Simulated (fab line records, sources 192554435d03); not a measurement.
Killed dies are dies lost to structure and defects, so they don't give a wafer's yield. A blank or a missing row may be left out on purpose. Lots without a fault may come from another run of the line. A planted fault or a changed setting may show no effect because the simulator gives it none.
fab line records | flow n5_finfet
record lots=8 wafers=24 last_day=17
route steps=1938 shown BEOL_M4@1111 BEOL_M10@1492 PASSIVATION@1936
lots that met no fault: from a run of the same line without faults
start_h: hours from the record's first day to the start of the lot's first wafer shown | wait_h: hours since the lot's step before | " the same as in the row above | L1.1+2: a row that stands for several wafers | - no value, or no start given | * or withheld: withheld | < > ~ a bound
route shown NAME@n: a module of which the file shows steps, and the number in the route of the first | usual: mean/standard deviation of fault-free wafers | same: alike in all rows | chamber/n: place in a boat | sites: the reading at each site | _std_site: their standard deviation | _edge_site: outer sites' mean less inner sites' | radius_mm: how far each site lies from the wafer's centre | mask NAME#n: copy n | behind: the tool/chamber that last shaped the wafer | hold: why the lot was held/for how many hours/how that ended | device: the transistor (n, p or np) that didn't switch | end of line: the same wafers' tests at the end of the route | a step without rows: its recipe alone | killed: dies lost to structure and defects at the first sort, not the wafer's yield | map: a wafer's dies, x killed, . not, _ none there
set.NAME: the setting as run; set.NAME@STEP: as run at that earlier step | model.NAME: the simulator's own value behind a step, which no gauge read
steps of the route over a sample of lots; a table a step, a row a wafer
services: from which hour (start_h, from the record's first day; less than 0 if before it) a tool's chamber was out of use, for how many hours, and why
## steps
# step N5_BEOL_M4_RC_MEAS_101
# usual DIBL_N=35.9/1.9 DIBL_P=35.8/2.4 IOFF_N=0.15/0.031 IOFF_P=0.21/0.037 ION_N=672/13 ION_P=462/8.3 SS_N=71.5/0.72 SS_P=73.2/0.67 VT_N=250/3.4 VT_P=-250/3.4
# columns lot.wafer tool chamber start_h wait_h DIBL_N[mV/V] DIBL_P[mV/V] IOFF_N[nA/um] IOFF_P[nA/um] ION_N[uA/um] ION_P[uA/um] SS_N[mV/dec] SS_P[mV/dec] VT_N[mV] VT_P[mV]
L116.2 prober-01 0 225.77 0.2 35.1 35.3 0.13 0.17 665 456 70.7 72.8 253 -254
L116.5 " 0 " " 33.3 33.8 0.11 0.15 658 457 70.6 73.1 255 -257
L116.6 " 0 " " 36.9 37.2 0.16 0.20 675 459 72.0 73.7 251 -251
L117.2 prober-02 0 244.59 0.2 37.5 36.0 0.17 0.22 689 475 71.7 72.8 248 -247
L117.3 " 0 " " 36.8 35.3 0.16 0.21 670 464 71.8 72.9 248 -246
L117.4 " 0 " " 39.8 39.6 0.23 0.31 699 482 72.4 73.8 243 -241
L119.4 prober-01 0 245.17 0.5 36.8 38.0 0.17 0.24 676 465 71.6 73.1 249 -245
L119.5 " 0 " " 35.0 35.3 0.14 0.20 655 459 71.8 73.2 253 -247
L119.6 " 0 " " 34.6 36.1 0.14 0.21 679 470 71.0 73.0 249 -246
L121.1 prober-01 0 256.16 0.0 38.7 40.9 0.24 0.30 691 472 72.6 73.3 244 -245
L121.3 " 0 " " 38.1 38.9 0.21 0.25 670 463 72.7 72.8 247 -244
L121.4 " 0 " " 36.4 37.9 0.17 0.22 684 469 71.6 74.0 251 -247
L126.1 prober-01 0 295.81 0.0 37.3 37.4 0.19 0.26 682 470 71.5 73.0 244 -246
L126.4 " 0 " " 35.4 36.2 0.16 0.23 676 472 70.8 73.6 247 -248
L126.6 " 0 " " 35.8 35.8 0.17 0.23 688 471 70.9 72.9 247 -248
L128.1 prober-01 0 310.02 0.0 38.1 39.6 0.19 0.26 677 462 72.5 74.5 246 -246
L128.3 " 0 " " 37.9 38.2 0.18 0.23 696 474 72.1 74.2 249 -248
L128.5 " 0 " " 35.8 37.0 0.15 0.20 674 464 71.2 74.0 251 -251
L127.1 prober-02 0 310.27 0.0 36.2 39.0 0.16 0.23 667 459 71.7 73.3 252 -248
L127.3 " 0 " " 37.0 39.4 0.16 0.22 662 451 71.6 73.5 249 -250
L127.4 " 0 " " 35.5 37.0 0.14 0.19 672 461 71.8 73.1 252 -250
L129.3 prober-02 0 313.89 0.3 34.6 33.6 0.13 0.20 674 473 70.6 72.7 250 -251
L129.4 " 0 " " 36.8 35.7 0.17 0.23 690 475 71.4 73.0 249 -247
L129.6 " 0 " " 36.9 35.7 0.16 0.23 682 473 71.3 72.5 253 -247
# step N5_BEOL_M10_STRIP_19
# recipe chemistry=O2 power_w=400 temp_c=40 pressure_mtorr=30 rf_frequency_hz=6e+07 bias_power_w=0 overash_fraction=0.2 o2_flow_sccm=225
# usual drypump_motor_current_A=5.7/0.51 oes_product_au=0.76/0.075 rf_vpp_V=3.6/0.65 showerhead_plenum_p_Torr=2.07/0.073 throttle_valve_pct=16.84/0.2
# same overash_fraction=0.2
# columns lot.wafer tool chamber start_h wait_h drypump_motor_current_A oes_product_au rf_hours_counter_h rf_vpp_V showerhead_plenum_p_Torr throttle_valve_pct
L116.2 rie_diel-05 3 280.27 0.1 5.4 0.72 204 4.6 2.08 16.81
L116.5 " 2 " " 6.5 0.76 - 4.5 2.09 16.66
L116.6 " 1 " " 6.1 0.71 - 3.3 1.97 16.99
L117.2 rie_diel-04 0 296.89 0.1 6.0 0.73 175 4.1 2.17 16.87
L117.3 " 3 " " 4.9 0.70 199 2.9 2.00 17.01
L117.4 " 2 " " 4.9 0.68 247 3.2 2.15 16.89
L119.4 rie_diel-05 0 297.65 0.1 5.7 0.69 226 2.4 2.07 17.12
L119.5 " 1 " " 6.1 0.70 - 3.5 1.96 16.99
L119.6 " 2 " " 6.5 0.75 - 3.3 2.09 16.72
L121.1 rie_diel-06 2 306.71 0.1 5.6 0.84 64 5.7 2.13 16.53
L121.3 " 0 " " 6.4 0.91 29 2.8 2.05 16.42
L121.4 " 1 " " 5.6 0.70 228 4.0 1.91 17.03
L126.1 rie_diel-05 2 340.37 0.1 6.5 0.74 196 4.1 2.08 16.75
L126.4 " 3 " " 5.4 0.70 - 3.0 2.07 16.85
L126.6 " 2 " " 6.5 0.74 - 3.5 2.08 16.74
L128.1 rie_diel-05 2 362.43 0.1 6.5 0.73 206 4.8 2.08 16.75
L128.3 " 3 " " 5.4 0.71 241 3.0 2.07 16.87
L128.5 " 3 " " 5.4 0.70 - 3.1 2.07 16.91
L129.3 rie_diel-04 1 364.87 0.1 5.8 0.79 110 3.0 2.11 16.93
L129.4 " 2 " " 4.9 0.99 8 5.0 2.15 16.40
L129.6 " 3 " " 4.9 0.69 - 3.2 1.99 17.05
L127.1 rie_diel-04 2 365.41 0.2 4.9 0.98 9 3.0 2.15 16.43
L127.3 " 3 " " 4.9 0.68 218 2.9 1.99 17.07
L127.4 " 0 " " 6.0 0.71 195 4.0 2.16 16.87
# step N5_BEOL_M10_VIA_ETCH_34
# recipe chemistry=C4F6/O2 target=SiCOH_lowk target_depth_a=1845 mask_material=SOC taper_deg=4 time_s=69.2 ion_energy_ev=250 pressure_mtorr=30 source_w=345 bias_w=185 Ar_flow_sccm=300 C4F6_flow_sccm=10 O2_flow_sccm=10
# usual C4F6_flow_sccm=10.006/0.029 O2_flow_sccm=10.000/0.029 drypump_motor_current_A=5.7/0.52 oes_product_au=0.78/0.092 rf_vpp_V=664/14 showerhead_plenum_p_Torr=2.80/0.1 throttle_valve_pct=20.99/0.21
# columns lot.wafer tool chamber start_h wait_h C4F6_flow_sccm O2_flow_sccm drypump_motor_current_A oes_product_au rf_hours_counter_h rf_vpp_V showerhead_plenum_p_Torr throttle_valve_pct
L116.2 rie_diel-05 0 282.22 0.0 9.937 10.053 5.8 0.70 221 672 2.79 21.18
L116.5 " 2 " " 9.980 9.959 6.5 0.75 - 690 2.82 20.76
L116.6 " 1 " " 10.024 9.986 6.1 0.70 - 641 2.67 21.09
L117.2 rie_diel-05 2 299.51 0.0 9.963 10.029 6.5 0.75 175 689 2.81 20.80
L117.3 " 3 " " 10.026 10.011 5.4 0.73 211 673 2.82 21.03
L117.4 " 0 " " 10.002 9.971 5.8 0.70 227 673 2.79 21.21
L119.4 rie_diel-06 2 299.68 0.0 10.051 10.012 5.6 0.84 61 668 2.86 20.59
L119.5 " 1 " " 9.994 10.038 5.6 0.70 - 654 2.60 21.18
L119.6 " 2 " " 10.039 10.002 5.6 0.85 - 668 2.86 20.58
L121.1 rie_diel-06 0 308.83 0.0 9.969 10.014 6.4 0.92 30 660 2.80 20.79
L121.3 " 1 " " 9.996 9.970 5.6 0.70 229 653 2.60 21.18
L121.4 " 2 " " 10.012 10.008 5.6 0.85 64 667 2.86 20.60
L126.1 rie_diel-05 3 343.39 0.0 9.988 9.973 5.4 0.72 233 675 2.81 21.04
L126.4 " 0 " " 10.058 10.002 5.7 0.70 248 673 2.78 21.24
L126.6 " 0 " " 10.055 9.982 5.8 0.69 - 673 2.78 21.24
L128.1 rie_diel-05 1 363.20 0.0 9.997 10.033 6.1 0.96 8 654 2.99 20.87
L128.3 " 2 " " 9.996 9.997 6.5 0.74 206 690 2.80 20.82
L128.5 " 1 " " 9.984 9.977 6.1 0.97 - 652 2.99 20.87
L129.3 rie_diel-06 2 368.12 0.0 10.009 9.979 5.6 0.83 86 666 2.85 20.63
L129.4 " 2 " " 10.011 10.012 5.6 0.83 - 666 2.85 20.64
L129.6 " 3 " " 9.997 9.995 5.1 0.82 - 670 2.76 20.80
L127.1 rie_diel-05 1 368.24 0.0 10.021 9.998 6.1 0.96 10 652 2.99 20.88
L127.3 " 0 " " 9.982 9.999 5.8 0.99 1 673 2.78 20.86
L127.4 " 3 " " 10.001 9.996 5.4 0.71 243 676 2.81 21.05
# step N5_BEOL_M10_TRENCH_ETCH_37
# recipe chemistry=C4F6/O2 target_depth_a=1488.3 target=SiCOH_lowk time_s=48 ion_energy_ev=250 pressure_mtorr=30 source_w=345 bias_w=185 Ar_flow_sccm=300 C4F6_flow_sccm=10 O2_flow_sccm=10
# usual C4F6_flow_sccm=10.00/0.031 O2_flow_sccm=10.00/0.033 drypump_motor_current_A=5.7/0.52 oes_product_au=0.78/0.091 rf_vpp_V=664/14 showerhead_plenum_p_Torr=2.80/0.1 throttle_valve_pct=21.01/0.21
# columns lot.wafer tool chamber start_h wait_h C4F6_flow_sccm O2_flow_sccm drypump_motor_current_A oes_product_au rf_hours_counter_h rf_vpp_V showerhead_plenum_p_Torr throttle_valve_pct
L116.2 rie_diel-05 0 282.32 - - - - - - - - -
L116.5 " 2 " " - - - - - - - -
L116.6 " 1 " " - - - - - - - -
L117.2 rie_diel-05 2 299.62 - - - - - - - - -
L117.3 " 3 " " - - - - - - - -
L117.4 " 0 " " - - - - - - - -
L119.4 rie_diel-06 2 299.79 - - - - - - - - -
L119.5 " 1 " " - - - - - - - -
L119.6 " 2 " " - - - - - - - -
L121.1 rie_diel-06 0 308.93 - 10.01 10.07 6.4 0.92 30 661 2.80 20.80
L121.3 " 1 " " 9.95 10.00 5.6 0.70 229 654 2.60 21.21
L121.4 " 2 " " 10.03 9.97 5.6 0.85 65 666 2.86 20.63
L126.1 rie_diel-05 3 343.49 - 10.03 9.98 5.4 0.72 233 676 2.81 21.07
L126.4 " 0 " " 10.02 10.01 5.7 0.69 249 672 2.78 21.27
L126.6 " 0 " " 9.99 10.00 5.7 0.70 - 673 2.78 21.26
L128.1 rie_diel-05 1 363.31 - 10.04 10.03 6.1 0.97 8 652 2.99 20.91
L128.3 " 2 " " 10.00 10.03 6.5 0.74 206 688 2.80 20.85
L128.5 " 1 " " 10.07 10.05 6.1 0.97 - 651 2.99 20.92
L129.3 rie_diel-06 2 368.22 - 10.01 9.98 5.6 0.83 86 667 2.85 20.65
L129.4 " 2 " " 10.00 10.02 5.6 0.82 - 668 2.85 20.65
L129.6 " 3 " " 9.93 9.97 5.1 0.81 - 668 2.76 20.84
L127.1 rie_diel-05 1 368.35 - 9.97 9.99 6.2 0.96 10 651 2.99 20.91
L127.3 " 0 " " 9.94 10.00 5.7 0.99 1 673 2.78 20.89
L127.4 " 3 " " 10.00 9.98 5.4 0.72 243 675 2.81 21.10
# step N5_BEOL_M10_STRIP_77
# recipe chemistry=N2/H2 time_s=10 power_w=450 temp_c=40 pressure_mtorr=20 rf_frequency_hz=6e+07 bias_power_w=7 n2_flow_sccm=200 h2_flow_sccm=200
# usual drypump_motor_current_A=5.7/0.53 oes_product_au=0.78/0.091 rf_vpp_V=59.0/0.87 showerhead_plenum_p_Torr=2.50/0.098 throttle_valve_pct=23.76/0.28
# columns lot.wafer tool chamber start_h wait_h drypump_motor_current_A oes_product_au rf_hours_counter_h rf_vpp_V showerhead_plenum_p_Torr throttle_valve_pct
L116.2 rie_diel-05 0 - - 5.7 0.70 221 58.8 2.51 24.21
L116.5 " 2 " " 6.5 0.76 - 59.8 2.54 23.54
L116.6 " 1 " " 6.1 0.71 - 57.3 2.39 23.73
L117.2 rie_diel-05 2 - - 6.5 0.75 175 58.5 2.53 23.55
L117.3 " 3 " " 5.4 0.72 211 58.3 2.49 23.37
L117.4 " 0 " " 5.7 0.70 227 59.2 2.51 24.21
L119.4 rie_diel-06 2 - - 5.6 0.84 61 60.2 2.55 23.21
L119.5 " 1 " " 5.6 0.70 - 58.6 2.29 23.68
L119.6 " 2 " " 5.6 0.84 - 59.5 2.55 23.22
L121.1 rie_diel-06 0 - - 6.4 0.91 30 58.7 2.49 23.91
L121.3 " 1 " " 5.6 0.69 229 59.1 2.29 23.70
L121.4 " 2 " " 5.6 0.84 65 60.8 2.55 23.20
L126.1 rie_diel-05 3 - - 5.4 0.71 233 58.2 2.48 23.41
L126.4 " 0 " " 5.8 0.69 249 59.2 2.50 24.23
L126.6 " 0 " " 5.7 0.68 - 59.6 2.50 24.25
L128.1 rie_diel-05 1 - - 6.1 0.96 8 59.2 2.70 23.67
L128.3 " 2 " " 6.5 0.73 206 58.6 2.52 23.58
L128.5 " 1 " " 6.1 0.97 - 61.1 2.70 23.67
L129.3 rie_diel-06 2 - - 5.6 0.83 86 57.6 2.54 23.24
L129.4 " 2 " " 5.6 0.81 - 59.3 2.54 23.25
L129.6 " 3 " " 5.1 0.81 - 58.9 2.46 23.68
L127.1 rie_diel-05 1 - - 6.1 0.96 10 59.0 2.70 23.67
L127.3 " 0 " " 5.8 0.98 1 58.0 2.50 23.89
L127.4 " 3 " " 5.4 0.70 243 59.1 2.48 23.43
# step N5_BEOL_M10_OCD_MEAS_38
# usual trench_depth_nm=149.8/2.7
# columns lot.wafer tool chamber start_h wait_h trench_depth_nm
L116.2 ocd-01 - 282.51 - 0
L116.5 " - " " 0
L116.6 " - " " 0.3
L117.2 ocd-01 - 299.80 - 0.2
L117.3 " - " " 0
L117.4 " - " " 0.3
L119.4 ocd-02 - 299.97 - 0
L119.5 " - " " 0.3
L119.6 " - " " 0
L121.1 ocd-02 - 309.12 - 149.4
L121.3 " - " " 147.8
L121.4 " - " " 152.7
L126.1 ocd-02 - 343.67 - 152.2
L126.4 " - " " 147.3
L126.6 " - " " 146.5
L128.1 ocd-01 - 363.49 - 153.5
L128.3 " - " " 149.5
L128.5 " - " " 154.8
L129.3 ocd-01 - 368.40 - 152.2
L129.4 " - " " 152.1
L129.6 " - " " 150.5
L127.1 ocd-02 - 368.53 - 154.2
L127.3 " - " " 150.7
L127.4 " - " " 156.7
# step N5_PASSIVATION_PROBE_49
# usual defect_limited_yield=91.6/1.2 killed_at_M0_to_M3=33/9.4 killed_at_M4_up=13/5.2 killed_at_contacts=13/5.6 killed_at_front_end=37/9.5 killed_at_other=4/3.1 killed_dies=99/15 killed_on_rim=13/3.6 killed_open=65/11 killed_short=32/7.5 sort_bin_5_function=4.9/0.77 sort_bin_6_memory=3.1/0.65 sort_n_pass=1081/15 sort_yield_pct=91.6/1.2
# same gross_dies=1180 killed_at_back_side=0 sort_bin_4_leakage[%]=0 sort_bin_8_speed[%]=0
# columns lot.wafer tool chamber start_h wait_h defect_limited_yield[%] killed_at_M0_to_M3 killed_at_M4_up killed_at_contacts killed_at_front_end killed_at_other killed_dies killed_on_rim killed_open killed_short sort_bin_5_function[%] sort_bin_6_memory[%] sort_n_pass sort_yield_pct[%]
L116.2 prober-01 - 339.81 0.1 0 16 1117 8 33 6 1180 152 51 21 97.5 2.2 0 0
L116.5 prober-01 - 339.96 0.2 0 25 1113 15 26 1 1180 152 49 32 97.0 2.6 0 0
L116.6 prober-01 - 340.01 0.3 0 16 1109 4 41 10 1180 152 53 27 97.3 2.5 0 0
L119.4 prober-01 - 350.01 0.2 0 18 1120 7 31 4 1180 152 48 25 97.6 2.3 0 0
L119.5 prober-01 - 350.06 0.2 0 23 1096 12 45 4 1180 152 68 21 96.9 2.9 0 0
L119.6 prober-01 - 350.11 0.3 0 33 1080 15 50 2 1180 152 74 35 96.1 3.6 0 0
L117.2 prober-02 - 350.98 0.1 0 31 1105 12 31 1 1180 152 59 33 97.4 2.5 0 0
L117.3 prober-02 - 351.03 0.1 0 31 1107 8 32 2 1180 152 62 29 96.9 2.9 0 0
L117.4 prober-02 - 351.08 0.2 0 29 1099 11 39 2 1180 152 62 30 96.7 3.0 0 0
L128.1 prober-01 - 408.84 0.0 90.2 29 14 18 53 2 116 15 83 33 6.1 3.6 1064 90.2
L128.3 prober-01 - 408.94 0.1 92.1 22 4 5 54 8 93 19 61 32 5.0 2.7 1087 92.1
L128.5 prober-01 - 409.04 0.2 92.0 34 17 12 22 9 94 14 60 34 4.7 2.8 1086 92.0
# killed by level:class
L116.2 BEOL_M10:area_etch=1106 MOL_CONTACT_COAG:geometric_particle:open=8 FIN_SAQP:geometric_particle:open=7 STI_FIN_REVEAL:geometric_particle:open=6 BEOL_M0_SAQP:geometric_particle:short=5 BEOL_M4:geometric_particle:open=5 BEOL_M0_SAQP:geometric_particle:open=4 BEOL_M3:geometric_particle:open=4
L116.5 BEOL_M10:area_etch=1098 MOL_CONTACT_COAG:geometric_particle:open=10 BEOL_M0_SAQP:geometric_particle:short=10 GATE_CUT:geometric_particle:short=7 DUMMY_GATE:geometric_particle:open=6 BEOL_M0_SAQP:geometric_particle:open=6 MOL_CONTACT_COAG:geometric_particle:short=5 BEOL_M4:geometric_particle:open=4
L116.6 BEOL_M10:area_etch=1098 STI_FIN_REVEAL:geometric_particle:open=9 BEOL_M0_SAQP:geometric_particle:open=7 FIN_SAQP:geometric_particle:open=6 FIN_SAQP:geometric_particle:short=6 BEOL_M4:geometric_particle:open=6 PAD_METAL:geometric_particle:open=5 MOL_CONTACT_COAG:geometric_particle:open=4
L119.4 BEOL_M10:area_etch=1106 MOL_CONTACT_COAG:geometric_particle:open=6 BEOL_M4:geometric_particle:open=6 STI_FIN_REVEAL:geometric_particle:open=5 DUMMY_GATE:geometric_particle:open=5 BEOL_M5:geometric_particle:open=4 STI_FIN_REVEAL:geometric_particle:short=3 ILD0:geometric_particle:short=3
L119.5 BEOL_M10:area_etch=1088 MOL_CONTACT_COAG:geometric_particle:open=12 STI_FIN_REVEAL:geometric_particle:open=11 DUMMY_GATE:geometric_particle:open=9 GATE_CUT:geometric_particle:short=6 BEOL_M3:geometric_particle:open=6 BEOL_M1:geometric_particle:open=6 BEOL_M2:geometric_particle:open=5
L119.6 BEOL_M10:area_etch=1071 BEOL_M1:geometric_particle:open=14 FIN_SAQP:geometric_particle:open=13 MOL_CONTACT_COAG:geometric_particle:open=10 BEOL_M0_SAQP:geometric_particle:short=10 GATE_CUT:geometric_particle:short=9 DUMMY_GATE:geometric_particle:open=7 STI_FIN_REVEAL:geometric_particle:open=5
L117.2 BEOL_M10:area_etch=1086 BEOL_M0_SAQP:geometric_particle:open=9 FIN_SAQP:geometric_particle:short=8 MOL_CONTACT_COAG:geometric_particle:open=8 BEOL_M0_SAQP:geometric_particle:short=7 BEOL_M1:geometric_particle:open=6 GATE_CUT:geometric_particle:short=5 DUMMY_GATE:geometric_particle:open=4
L117.3 BEOL_M10:area_etch=1087 BEOL_M4:geometric_particle:open=9 BEOL_M0_SAQP:geometric_particle:open=9 FIN_SAQP:geometric_particle:open=8 FIN_SAQP:geometric_particle:short=7 GATE_CUT:geometric_particle:short=6 MOL_CONTACT_COAG:geometric_particle:open=6 STARTING-WAFER:geometric_particle:open=5
L117.4 BEOL_M10:area_etch=1087 MOL_CONTACT_COAG:geometric_particle:open=10 STI_FIN_REVEAL:geometric_particle:open=8 BEOL_M1:geometric_particle:open=7 FIN_SAQP:geometric_particle:short=6 ILD0:geometric_particle:short=6 BEOL_M0_SAQP:geometric_particle:open=6 ILD0:geometric_particle:open=5
L128.1 MOL_CONTACT_COAG:geometric_particle:open=16 STI_FIN_REVEAL:geometric_particle:open=15 BEOL_M2:geometric_particle:open=13 FIN_SAQP:geometric_particle:open=8 BEOL_M4:geometric_particle:open=8 BEOL_M0_SAQP:geometric_particle:short=7 FIN_SAQP:geometric_particle:short=5 STI_FIN_REVEAL:geometric_particle:short=5
L128.3 FIN_SAQP:geometric_particle:open=18 FIN_SAQP:geometric_particle:short=9 BEOL_M2:geometric_particle:open=7 STI_FIN_REVEAL:geometric_particle:open=6 BEOL_M0_SAQP:geometric_particle:short=6 STARTING-WAFER:geometric_particle:short=6 MOL_CONTACT_COAG:geometric_particle:open=5 BEOL_M1:geometric_particle:open=5
L128.5 BEOL_M4:geometric_particle:open=11 BEOL_M0_SAQP:geometric_particle:short=11 MOL_CONTACT_COAG:geometric_particle:open=8 BEOL_M3:geometric_particle:open=7 STI_FIN_REVEAL:geometric_particle:open=5 PASS1_CAP:geometric_particle:open=5 DUMMY_GATE:geometric_particle:open=4 MOL_CONTACT_COAG:geometric_particle:short=4
## services
# columns tool chamber start_h hours kind
rie_diel-04 3 277.18 5.2 repair
rie_diel-04 2 310.68 - clean
rie_diel-04 2 310.68 - consumable_replace:focus_ring
rie_diel-04 2 310.68 15.0 scheduled_down
rie_diel-04 2 310.68 15.0 vent_cycle
rie_diel-05 1 327.80 - clean
rie_diel-05 1 327.80 - consumable_replace:focus_ring
rie_diel-05 1 327.80 - consumable_replace:showerhead
rie_diel-05 1 327.80 14.5 scheduled_down
rie_diel-05 1 327.80 14.5 vent_cycle
rie_diel-04 - 328.49 15.6 pm
rie_diel-05 0 347.40 - clean
rie_diel-05 0 347.40 - consumable_replace:focus_ring
rie_diel-05 0 347.40 19.4 scheduled_down
rie_diel-05 0 347.40 19.4 vent_cycle
rie_diel-06 1 367.37 - clean
rie_diel-06 1 367.37 - consumable_replace:esc
rie_diel-06 1 367.37 - consumable_replace:focus_ring
rie_diel-06 1 367.37 - consumable_replace:showerhead
rie_diel-06 1 367.37 22.1 scheduled_down
rie_diel-06 1 367.37 22.1 vent_cycle
## key
first_sign step=N5_BEOL_M10_TRENCH_ETCH_37 reading=tool_record direction=missing
effect step=N5_BEOL_M10_OCD_MEAS_38 reading=trench_depth_nm direction=down sigmas=56 usual=149.8 struck=0.1
effect step=N5_PASSIVATION_PROBE_49 reading=killed_at_M4_up direction=up sigmas=99+ usual=13 struck=1105
more_kills_born_at N5_BEOL_M10_TRENCH_ETCH_37@rie_diel-05=6562 N5_BEOL_M10_TRENCH_ETCH_37@rie_diel-06=3265
met_at N5_BEOL_M10_TRENCH_ETCH_37
struck_lots L116,L117,L119
later_rows_left_out L116.2,L116.5,L116.6,L117.2,L117.3,L117.4,L119.4,L119.5,L119.6
not_acting_at N5_BEOL_M10_STRIP_19,N5_BEOL_M10_VIA_ETCH_34,N5_BEOL_M10_STRIP_77
fault kind=skipped_step_whole tool=rie_diel-05,rie_diel-06 chamber=- onset_h=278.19 steps=N5_BEOL_M10_TRENCH_ETCH_37 scope=struck_lots_only
# later_rows_left_out: the simulator's readings of these wafers behind a module that went badly wrong aren't trusted and aren't shown, but for the sort
